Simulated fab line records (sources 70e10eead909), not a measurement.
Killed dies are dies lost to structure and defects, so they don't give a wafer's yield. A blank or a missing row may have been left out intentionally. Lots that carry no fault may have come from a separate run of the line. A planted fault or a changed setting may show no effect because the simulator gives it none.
fab line records    flow nandHarc
[record] lots = 6  wafers = 18  lastDay = 33
route steps=1302 shown A_SLIT@928 A_SIN_REMOVE@947 A_WL_FILL@952 END@1302
lots that met no fault: from a run of the same line without faults
startH: start of the lot's first displayed wafer, in hours after the record's first day    waitH: how many hours have passed since the lot's step before this one    " same as the row above    L1.1+2: a single row standing in for several wafers    - no value, or no start was given    * or withheld: withheld    < > ~ a bound
route shown NAME@n: names a module that has steps shown in the file, with the first one's number in the route    usual: mean/standard deviation taken from wafers without a fault    same: alike in all rows    chamber/n: place in a boat    sites: each site's reading    _std_site: standard deviation across them    _edge_site: outer sites' mean less inner sites'    radiusMm: for every site, how far away it sits from the centre of the wafer    mask NAME#n: copy n    behind: the most recent tool/chamber to have shaped the wafer    hold: the reason the lot was held/the length of the hold in hours/how it ended    device: the n, p or np transistor that did not switch    end of line: the tests these same wafers got at the end of their route    a step with no rows: only its recipe    killed: not the wafer's yield, but the dies lost to structure and defects at the first sort    map: per-die view of a wafer (x killed, . not killed, _ where there is no die)
set.NAME: the run value of the setting; set.NAME@STEP: its run value at that earlier step    model.NAME: the simulator's own value behind a step, which no gauge read
lots seen at some steps along the route; tables by step, rows by wafer
services: the hour from which a tool's chamber was out of use, counted from the record's first day as startH (under 0 if before that day), plus the number of hours and why
[[steps]]
[step NHARC_A_SLIT_SOFTBAKE_04]
[recipe] tempC = 105  timeS = 55
[step NHARC_A_SLIT_EBR_05]
[step NHARC_A_SLIT_EXPOSE_06]
[recipe] na = 1.35  doseMj = 60.82  maskId = SLIT
[step NHARC_A_SLIT_PEB_07]
[recipe] pebTempC = 100  pebTimeS = 65
[step NHARC_A_SLIT_DEVELOP_08]
[recipe] developTimeS = 35  devTempC = 23
[step NHARC_A_SLIT_CD_MEAS_09]
[recipe] targetCdNm = 300  landingEnergyEv = 500
[usual] cdNm = 299.9/0.67
lot.wafer  tool      chamber  startH  waitH  cdNm
L818.1     cdSem-03  0        443.92  -      300.6
L818.2     "         0        "       "      300.3
L818.4     "         0        "       "      300.3
L819.2     cdSem-02  0        453.85  -      300.6
L819.3     "         0        "       "      299.1
L819.4     "         0        "       "      299.9
L830.2     cdSem-03  0        564.33  -      299.4
L830.3     "         0        "       "      301.1
L830.4     "         0        "       "      298.8
L832.1     cdSem-01  0        583.70  -      300.4
L832.2     "         0        "       "      300.3
L832.5     "         0        "       "      299.8
L838.1     cdSem-02  0        641.58  -      299.9
L838.2     "         0        "       "      299.6
L838.6     "         0        "       "      300.5
L841.1     cdSem-03  0        671.42  -      299.3
L841.2     "         0        "       "      299.5
L841.3     "         0        "       "      299.5
[step NHARC_A_SLIT_OVL_MEAS_10]
[usual] overlayXNm = -0.1/0.77  overlayYNm = 0.2/0.86
lot.wafer  tool        chamber  startH  waitH  overlayXNm  overlayYNm
L818.1     overlay-02  -        444.01  -      1.2         1.1
L818.2     "           -        "       "      0.6         1.2
L818.4     "           -        "       "      0.5         0.2
L819.2     overlay-02  -        453.94  -      -0.1        0.1
L819.3     "           -        "       "      -0.4        0.1
L819.4     "           -        "       "      0.2         0.9
L830.2     overlay-02  -        564.42  -      -0.3        0.3
L830.3     "           -        "       "      -0.5        0.3
L830.4     "           -        "       "      0.2         0.3
L832.1     overlay-01  -        583.79  -      0.9         -1.4
L832.2     "           -        "       "      0.5         -0.9
L832.5     "           -        "       "      1.0         -0.6
L838.1     overlay-02  -        641.67  -      -0.2        0.9
L838.2     "           -        "       "      0.6         1.2
L838.6     "           -        "       "      1.0         0.6
L841.1     overlay-02  -        671.51  -      -1.0        -1.7
L841.2     "           -        "       "      -0.8        -1.5
L841.3     "           -        "       "      -1.5        -1.3
[step NHARC_A_SLIT_INSPECT_11]
[usual] rawDefectCount = 62/29
lot.wafer  tool              chamber  startH  waitH  rawDefectCount
L818.1     defectInspect-02  -        444.04  0.0    131
L818.2     "                 -        "       "      130
L818.4     "                 -        "       "      108
L819.2     defectInspect-02  -        453.97  0.0    116
L819.3     "                 -        "       "      127
L819.4     "                 -        "       "      116
L830.2     defectInspect-02  -        564.46  0.0    12
L830.3     "                 -        "       "      9
L830.4     "                 -        "       "      17
L832.1     defectInspect-01  -        583.83  0.0    46
L832.2     "                 -        "       "      61
L832.5     "                 -        "       "      70
L838.1     defectInspect-02  -        641.70  0.0    77
L838.2     "                 -        "       "      69
L838.6     "                 -        "       "      72
L841.1     defectInspect-01  -        671.55  0.0    76
L841.2     "                 -        "       "      88
L841.3     "                 -        "       "      73
[step NHARC_A_SLIT_DESCUM_14]
[recipe] timeS = 3  o2FlowSccm = 200  arFlowSccm = 0  biasPowerW = 0  chemistry = O2
[usual] drypumpMotorCurrentA = 5.8/0.53  oesProductAu = 1.002/0.011  rfVppV = 57.8/0.87  showerheadPlenumPTorr = 1.92/0.091  throttleValvePct = 11.311/0.0096
lot.wafer  tool        chamber  startH  waitH  drypumpMotorCurrentA  oesProductAu  rfHoursCounterH  rfVppV  showerheadPlenumPTorr  throttleValvePct
L818.2     rieDiel-13  0        444.10  0.1    5.7                   1.002         5.9              55.8    1.90                   11.318
L818.1     "           1        "       "      5.0                   1.002         6.4              57.7    2.03                   11.321
L818.4     "           3        "       "      6.2                   1.001         5.5              57.4    1.86                   11.299
L819.3     rieDiel-13  2        454.03  0.1    6.5                   1.000         8.8              56.9    2.01                   11.296
L819.2     "           0        "       "      5.7                   1.009         6.7              57.5    1.90                   11.310
L819.4     "           1        "       "      4.9                   1.003         -                58.2    2.03                   11.316
L830.4     rieDiel-13  3        564.52  0.1    6.3                   1.023         3.4              56.5    1.86                   11.313
L830.2     "           0        "       "      5.7                   1.005         3.5              57.4    1.90                   11.300
L830.3     "           1        "       "      5.0                   1.009         2.9              58.4    2.03                   11.317
L832.2     rieDiel-07  3        583.90  0.1    5.7                   0.996         5.3              58.2    1.87                   11.338
L832.1     "           1        "       "      5.0                   1.001         5.0              58.1    2.01                   11.317
L832.5     "           2        "       "      5.7                   0.998         -                57.2    1.78                   11.303
L838.2     rieDiel-07  2        641.78  0.1    5.6                   1.014         8.0              57.3    1.78                   11.327
L838.1     "           3        "       "      5.7                   1.006         8.9              56.3    1.87                   11.309
L838.6     "           0        "       "      6.5                   1.003         -                55.8    1.86                   11.304
L841.1     rieDiel-13  2        671.61  0.1    6.5                   1.001         9.1              58.4    2.00                   11.310
L841.2     "           3        "       "      6.3                   1.027         11.4             56.6    1.85                   11.294
L841.3     "           1        "       "      4.9                   1.006         9.1              57.7    2.02                   11.306
[step NHARC_A_SLIT_ETCH_24]
[recipe] targetDepthA = 1210  timeS = 60.5  cf4FlowSccm = 100  chf3FlowSccm = 30  arFlowSccm = 0  rfW = 500  biasW = 200  chemistry = CF4/CHF3
[step NHARC_A_SLIT_ETCH_15]
[recipe] targetDepthA = 62000  overEtchFrac = 0.3  timeS = 1612  ionEnergyEv = 150  o2FlowSccm = 400  cosFlowSccm = 20  arFlowSccm = 0  rfW = 500  biasW = 300  chemistry = O2/COS
[usual] biasW = 299.8/0.84  drypumpMotorCurrentA = 5.8/0.52  oesProductAu = 1.001/0.013  rfVppV = 314.3/2.3  showerheadPlenumPTorr = 3.13/0.14  throttleValvePct = 28.330/0.0081
lot.wafer  tool        chamber  startH  waitH  biasW  drypumpMotorCurrentA  oesProductAu  rfHoursCounterH  rfVppV  showerheadPlenumPTorr  throttleValvePct
L818.1     rieDiel-13  2        -       -      299.6  6.5                   1.007         7.8              317.0   3.26                   28.330
L818.2     "           0        "       "      300.6  5.7                   1.004         6.2              312.8   3.10                   28.337
L818.4     "           1        "       "      300.0  4.9                   1.003         6.7              317.7   3.30                   28.317
L819.3     rieDiel-13  1        -       -      299.2  5.0                   1.013         7.5              315.9   3.30                   28.332
L819.2     "           2        "       "      301.0  6.5                   1.000         9.1              316.0   3.26                   28.343
L819.4     "           2        "       "      300.2  6.5                   0.997         -                316.6   3.26                   28.332
L830.4     rieDiel-13  3        -       -      300.5  6.3                   1.016         3.6              312.2   3.03                   28.327
L830.2     "           0        "       "      300.5  5.7                   1.012         3.8              314.7   3.10                   28.345
L830.3     "           1        "       "      299.7  4.9                   1.016         3.2              317.8   3.30                   28.325
L832.1     rieDiel-07  2        -       -      298.8  5.7                   0.990         5.2              310.5   2.91                   28.319
L832.2     "           1        "       "      301.0  5.0                   0.981         5.3              316.1   3.28                   28.336
L832.5     "           1        "       "      298.7  5.0                   0.985         -                316.9   3.28                   28.332
L838.1     rieDiel-07  0        -       -      300.3  6.5                   1.000         8.5              313.7   3.03                   28.339
L838.2     "           1        "       "      299.6  5.0                   0.991         8.7              316.3   3.27                   28.326
L838.6     "           3        "       "      301.1  5.6                   1.000         -                313.1   3.05                   28.314
L841.2     rieDiel-13  1        -       -      299.0  4.9                   1.006         9.4              317.2   3.29                   28.331
L841.1     "           2        "       "      297.8  6.5                   1.005         9.4              317.1   3.26                   28.329
L841.3     "           3        "       "      300.3  6.3                   1.017         11.7             313.7   3.03                   28.324
[step NHARC_A_SLIT_ETCH_17]
[recipe] biasV = 900  sourceW = withheld  pressureMtorr = 20  arFlowSccm = 375  c4f8FlowSccm = 83.3  o2FlowSccm = 41.7  timeS = 4254.5  targetDepthA = 2.03e+05  chemistry = C4F8/O2/Ar
[usual] drypumpMotorCurrentA = 5.7/0.33  heBacksideLeakSccm = 6.3/1.1  showerheadPlenumPTorr = 3.65/0.13  throttleValvePct = 32.044/0.0093
lot.wafer  tool        chamber  startH  waitH  drypumpMotorCurrentA  heBacksideLeakSccm  rfHoursCounterH  showerheadPlenumPTorr  throttleValvePct
L818.1     harEtch-01  0        445.36  -      6.1                   7.0                 245              3.56                   32.050
L818.2     "           1        "       "      5.1                   6.1                 245              3.65                   32.057
L818.4     "           1        447.19  -      5.1                   7.7                 -                3.65                   32.037
L819.2     harEtch-02  1        457.50  -      5.7                   5.6                 39               3.89                   32.050
L819.4     "           1        458.72  -      5.7                   5.7                 -                3.89                   32.055
L819.3     "           0        "       "      5.7                   4.7                 -                3.62                   32.041
L830.2     harEtch-02  0        568.45  -      5.7                   4.9                 103              3.59                   32.030
L830.3     "           1        "       "      5.7                   5.9                 -                3.85                   32.028
L830.4     "           0        "       "      5.7                   4.9                 -                3.59                   32.053
L832.1     harEtch-02  0        585.40  -      5.7                   5.0                 111              3.59                   32.048
L832.2     "           1        "       "      5.7                   6.2                 111              3.85                   32.048
L832.5     "           1        588.44  -      5.7                   6.3                 -                3.85                   32.043
L838.1     harEtch-01  0        646.44  -      6.1                   8.0                 356              3.50                   32.055
L838.2     "           1        "       "      5.1                   7.0                 356              3.59                   32.042
L838.6     "           1        649.45  -      5.1                   7.3                 -                3.59                   32.038
L841.1     harEtch-01  0        672.85  -      6.1                   7.7                 371              3.50                   32.026
L841.2     "           1        "       "      5.1                   6.7                 371              3.58                   32.049
L841.3     "           0        "       "      6.1                   8.0                 -                3.50                   32.049
[step NHARC_A_SLIT_ETCH_26]
[recipe] biasV = 400  sourceW = 2000  pressureMtorr = 25  timeS = 90  arFlowSccm = 375  c4f8FlowSccm = 41.7  o2FlowSccm = 83.3  targetDepthA = 4000  chemistry = C4F8/O2/Ar
[usual] drypumpMotorCurrentA = 5.7/0.33  heBacksideLeakSccm = 6.3/1  showerheadPlenumPTorr = 3.68/0.13  throttleValvePct = 27.620/0.0082
lot.wafer  tool        chamber  startH  waitH  drypumpMotorCurrentA  heBacksideLeakSccm  rfHoursCounterH  showerheadPlenumPTorr  throttleValvePct
L818.1     harEtch-01  0        449.02  3.0    6.1                   6.9                 248              3.59                   27.619
L818.2     "           1        "       "      5.1                   6.7                 248              3.68                   27.630
L818.4     "           1        "       "      5.1                   6.8                 -                3.68                   27.622
L819.2     harEtch-02  1        461.15  3.0    5.7                   5.7                 42               3.92                   27.639
L819.4     "           1        "       "      5.7                   5.7                 -                3.92                   27.629
L819.3     "           0        "       "      5.7                   4.6                 -                3.65                   27.614
L830.2     harEtch-02  0        571.48  2.4    5.7                   5.1                 106              3.62                   27.632
L830.3     "           1        "       "      5.7                   5.8                 -                3.89                   27.616
L830.4     "           0        "       "      5.8                   5.1                 -                3.62                   27.618
L832.1     harEtch-02  0        589.05  3.0    5.8                   4.9                 114              3.61                   27.635
L832.2     "           1        "       "      5.7                   5.9                 114              3.88                   27.627
L832.5     "           1        "       "      5.7                   6.0                 -                3.88                   27.619
L838.1     harEtch-01  0        650.05  3.0    6.1                   7.5                 359              3.53                   27.622
L838.2     "           1        "       "      5.1                   6.8                 359              3.62                   27.628
L838.6     "           1        "       "      5.1                   7.5                 -                3.62                   27.617
L841.1     harEtch-01  0        676.49  3.0    6.1                   8.0                 374              3.52                   27.618
L841.2     "           1        "       "      5.1                   6.6                 374              3.61                   27.613
L841.3     "           0        "       "      6.1                   7.7                 -                3.52                   27.611
[step NHARC_A_SLIT_STRIP_28]
[recipe] o2FlowSccm = 400  cosFlowSccm = 20  arFlowSccm = 0  biasW = 0  chemistry = O2/COS
[step NHARC_A_SLIT_ETCH_29]
[recipe] targetDepthA = 1000  overetchA = 100  timeS = 55  ionEnergyEv = 100  cf4FlowSccm = 80  o2FlowSccm = 20  arFlowSccm = 0  rfW = 300  biasW = 100  chemistry = CF4/O2
[usual] biasW = 100.0/0.31  drypumpMotorCurrentA = 5.8/0.5  oesProductAu = 1.001/0.013  rfVppV = 198.0/1.6  showerheadPlenumPTorr = 1.34/0.064  throttleValvePct = 13.399/0.0094
lot.wafer  tool        chamber  startH  waitH  biasW  drypumpMotorCurrentA  oesProductAu  rfHoursCounterH  rfVppV  showerheadPlenumPTorr  throttleValvePct
L818.2     rieDiel-13  1        449.92  0.1    100.1  4.9                   1.005         7                199.6   1.41                   13.401
L818.1     "           0        "       "      100.2  5.7                   1.006         6                198.1   1.33                   13.382
L818.4     "           0        "       "      100.0  5.7                   1.009         -                196.6   1.33                   13.403
L819.4     rieDiel-01  3        462.04  0.1    100.3  5.9                   1.010         2                196.3   1.26                   13.395
L819.2     "           0        "       "      99.7   6.2                   1.001         3                199.6   1.40                   13.396
L819.3     "           1        "       "      99.5   5.2                   1.009         3                200.9   1.43                   13.397
L830.2     rieDiel-13  0        572.34  0.1    99.6   5.7                   1.007         5                196.8   1.32                   13.394
L830.4     "           1        "       "      100.2  4.9                   1.005         4                200.6   1.41                   13.399
L830.3     "           2        "       "      100.0  6.5                   0.994         4                199.1   1.40                   13.401
L832.2     rieDiel-13  2        589.93  0.1    99.6   6.5                   1.004         5                198.9   1.40                   13.388
L832.1     "           1        "       "      100.1  4.9                   1.010         4                199.0   1.41                   13.383
L832.5     "           2        "       "      99.4   6.5                   0.995         -                199.1   1.40                   13.388
L838.1     rieDiel-01  0        650.94  0.1    100.0  6.2                   0.981         3                198.0   1.40                   13.398
L838.2     "           1        "       "      100.1  5.2                   1.020         3                198.2   1.43                   13.392
L838.6     "           1        "       "      99.6   5.2                   1.013         -                199.8   1.43                   13.389
L841.1     rieDiel-01  3        677.38  0.1    100.2  5.9                   1.011         4                195.4   1.25                   13.382
L841.2     "           1        "       "      100.2  5.2                   1.022         4                199.7   1.43                   13.384
L841.3     "           2        "       "      99.8   5.8                   0.963         5                196.2   1.30                   13.412
[step NHARC_A_SLIT_STRIP_18]
[recipe] o2FlowSccm = 500  arFlowSccm = 0  biasW = 0  chemistry = O2
[step NHARC_A_SLIT_PRECLEAN_19]
[recipe] timeS = *  tempC = 50  bathAgeMin = 0  chemistry = SC1
[step NHARC_A_SLIT_SRD_20]
[step NHARC_A_SLIT_CD_MEAS_21]
[usual] cdNm = 289.4/1.1
lot.wafer  tool      chamber  startH  waitH  cdNm
L818.1     cdSem-02  -        450.55  0.1    289.3
L818.2     "         -        "       "      288.9
L818.4     "         -        "       "      289.4
L819.2     cdSem-01  -        462.58  -      289.5
L819.3     "         -        "       "      289.0
L819.4     "         -        "       "      289.4
L830.2     cdSem-02  -        572.86  -      288.5
L830.3     "         -        "       "      289.1
L830.4     "         -        "       "      288.8
L832.1     cdSem-02  -        590.46  -      289.8
L832.2     "         -        "       "      289.6
L832.5     "         -        "       "      288.8
L838.1     cdSem-01  -        651.47  -      290.8
L838.2     "         -        "       "      290.7
L838.6     "         -        "       "      290.7
L841.1     cdSem-03  -        677.95  0.1    290.3
L841.2     "         -        "       "      290.3
L841.3     "         -        "       "      290.2
[step NHARC_A_SIN_REMOVE_WET_00]
[recipe] tempC = 160  timeS = 15300  chemistry = H3PO4
[step NHARC_A_SIN_REMOVE_PRECLEAN_01]
[recipe] timeS = *  tempC = 50  bathAgeMin = 0  chemistry = SC1
[step NHARC_A_SIN_REMOVE_SRD_02]
[step NHARC_A_SIN_REMOVE_INSPECT_04]
[usual] rawDefectCount = 394/84
lot.wafer  tool              chamber  startH  waitH  rawDefectCount
L818.1     defectInspect-01  -        457.16  0.0    364
L818.2     "                 -        "       "      459
L818.4     "                 -        "       "      355
L819.2     defectInspect-01  -        469.17  0.0    393
L819.3     "                 -        "       "      356
L819.4     "                 -        "       "      312
L830.2     defectInspect-01  -        579.45  0.0    1027
L830.3     "                 -        "       "      1034
L830.4     "                 -        "       "      987
L832.1     defectInspect-02  -        596.53  0.0    1034
L832.2     "                 -        "       "      1278
L832.5     "                 -        "       "      1174
L838.1     defectInspect-01  -        656.71  0.0    475
L838.2     "                 -        "       "      363
L838.6     "                 -        "       "      457
L841.1     defectInspect-02  -        684.57  0.0    420
L841.2     "                 -        "       "      465
L841.3     "                 -        "       "      407
[step NHARC_A_WL_FILL_ALD_00]
[recipe] targetThkA = 30  pulseTimeS = 3  aldCycles = 30  tempC = 300  material = Al2O3
[usual] heaterPowerW = 478/48  precursorPulseHeightRel = 1.001/0.018
lot.wafer  tool      chamber  startH  waitH  heaterPowerW  precursorPulseHeightRel
L818.2     aldHk-03  3        457.25  0.1    454           1.006
L818.1     "         0        "       "      468           0.986
L818.4     "         1        "       "      471           0.982
L819.4     aldHk-04  3        469.24  0.1    481           0.994
L819.2     "         0        "       "      432           1.027
L819.3     "         1        "       "      538           1.002
L830.4     aldHk-03  2        579.54  0.1    397           0.985
L830.2     "         3        "       "      490           1.012
L830.3     "         0        "       "      473           1.010
L832.1     aldHk-02  1        596.62  0.1    394           1.033
L832.2     "         3        "       "      558           0.990
L832.5     "         0        "       "      532           1.014
L838.2     aldHk-02  1        656.83  0.1    399           1.040
L838.1     "         2        "       "      487           1.005
L838.6     "         3        "       "      554           1.011
L841.1     aldHk-03  1        684.66  0.1    514           0.967
L841.2     "         2        "       "      401           1.010
L841.3     "         3        "       "      489           0.990
[step NHARC_END_SORT_01]
[recipe] tempC = 25
[usual] killedAtArray = 52/19  killedAtOther = 1.0/1.2  killedAtPeriphery = 4.1/2.8  killedDies = 57/19  killedOpen = 3.1/1.7  killedShort = 2.5/1.5
[same] grossDies = 677
lot.wafer  tool       chamber  startH  waitH  killedAtArray  killedAtOther  killedAtPeriphery  killedDies  killedOpen  killedShort
L830.2     prober-01  0        675.64  2.8    60             1              10                 71          2           0
L830.3     prober-01  0        676.43  3.1    109            1              12                 122         2           6
L830.4     prober-01  0        677.22  3.4    68             1              8                  77          2           3
L832.1     prober-01  0        693.63  2.5    65             1              2                  68          1           3
L832.2     prober-01  0        694.44  2.8    109            0              0                  109         0           2
L832.5     prober-01  0        696.87  3.7    101            0              3                  104         5           1
// killed by level:class
L830.2 A_SLIT:unspecified=47 A_CHANNEL_HOLE_D1:chamberFilmFlake=8 P_GATE:chamberFilmFlake=5 P_BONDPAD:chamberFilmFlake=4 A_WL_FILL:chamberFilmFlake=2 A_CHANNEL_HOLE_D2:geometricParticle:open=1 A_M0:geometricParticle:open=1 P_STI:chamberFilmFlake=1
L830.3 A_SLIT:unspecified=95 P_GATE:chamberFilmFlake=8 P_BONDPAD:chamberFilmFlake=3 A_CHANNEL_HOLE_D1:chamberFilmFlake=2 A_STAIRCASE:chamberFilmFlake=2 A_CHANNEL_FILL_D1:geometricParticle:short=1 A_DECK1_JOINT:geometricParticle:short=1 A_CHANNEL_HOLE_D2:geometricParticle:short=1
L830.4 A_SLIT:unspecified=50 A_CHANNEL_HOLE_D1:chamberFilmFlake=9 P_GATE:chamberFilmFlake=4 P_BONDPAD:chamberFilmFlake=2 A_CONTACT:chamberFilmFlake=2 A_WL_FILL:chamberFilmFlake=2 P_M0:geometricParticle:short=1 P_M1:geometricParticle:open=1
L832.1 A_SLIT:unspecified=46 A_CONTACT:chamberFilmFlake=8 A_WL_FILL:chamberFilmFlake=4 A_CHANNEL_HOLE_D1:chamberFilmFlake=3 P_STI:geometricParticle:short=1 A_CHANNEL_FILL_D1:geometricParticle:short=1 A_CHANNEL_HOLE_D2:geometricParticle:short=1 A_BLC:geometricParticle:open=1
L832.2 A_SLIT:unspecified=86 A_CHANNEL_HOLE_D1:chamberFilmFlake=9 A_CHANNEL_HOLE_D2:chamberFilmFlake=5 A_WL_FILL:chamberFilmFlake=4 A_CONTACT:chamberFilmFlake=2 A_DECK1_JOINT:geometricParticle:short=1 A_M1:geometricParticle:short=1 A_STAIRCASE:chamberFilmFlake=1
L832.5 A_SLIT:unspecified=80 A_CHANNEL_HOLE_D1:chamberFilmFlake=6 A_CHANNEL_HOLE_D2:chamberFilmFlake=3 A_WL_FILL:chamberFilmFlake=2 A_STAIRCASE:chamberFilmFlake=2 A_CONTACT:chamberFilmFlake=2 P_GATE:geometricParticle:open=1 P_M0:geometricParticle:open=1
[[services]]
tool        chamber  startH  hours  kind
rieDiel-07  -        430.05  10.4   repair
aldHk-04    -        432.82  10.0   pm
rieDiel-13  3        445.21  13.6   repair
rieDiel-07  -        471.21  9.0    pm
rieDiel-01  -        475.02  0.2    repair
rieDiel-01  -        479.74  0.3    repair
rieDiel-13  -        519.00  9.0    pm
rieDiel-07  0        519.53  3.6    repair
aldHk-02    -        528.13  10.0   pm
rieDiel-13  -        532.56  0.9    repair
rieDiel-01  3        555.01  20.2   repair
rieDiel-01  -        557.80  9.0    pm
aldHk-03    -        568.00  10.0   pm
rieDiel-07  0        582.71  5.8    repair
aldHk-04    -        610.82  10.0   pm
rieDiel-01  -        612.86  0.8    repair
harEtch-01  -        617.95  4.8    repair
rieDiel-13  -        623.87  0.9    repair
rieDiel-13  0        627.30  6.1    repair
rieDiel-13  2        629.86  14.5   repair
rieDiel-07  -        648.21  9.0    pm
rieDiel-13  0        650.18  3.1    repair
rieDiel-07  3        661.81  4.8    repair
rieDiel-07  1        674.83  2.7    repair
[[key]]
[firstSign] step = NHARC_A_SIN_REMOVE_INSPECT_04  reading = rawDefectCount  direction = up  sigmas = 8.3  usual = 394  struck = 1089
[effect] step = NHARC_END_SORT_01  reading = killedDies  direction = up  sigmas = 1.8  usual = 57  struck = 92  wafersMoved = 5
[moreKillsBornAt] NHARC_A_SLIT_ETCH_26@harEtch-02 = 332
metAt NHARC_A_SLIT_ETCH_26
struckWafers L830.2,L830.3,L830.4,L832.1,L832.2,L832.5
testerLeftOut L830,L832
onsetBetween 461.15 571.48
alsoFits NHARC_A_SLIT_ETCH_17:harEtch-02,NHARC_A_SLIT_ETCH_29:rieDiel-13
[fault] kind = chamberParticleSource  tool = harEtch-02  chamber = -  onsetH = 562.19  steps = NHARC_A_SLIT_ETCH_26  ratePerVisitCm2 = 1.0661  endH = 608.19
// testerLeftOut: of these lots the tester's yield and bins aren't shown, on N5 and GAA mostly nor the transistor test; their killed dies are dies lost to structure and defects alone, not to doping, threshold or leakage, so they don't give the yield
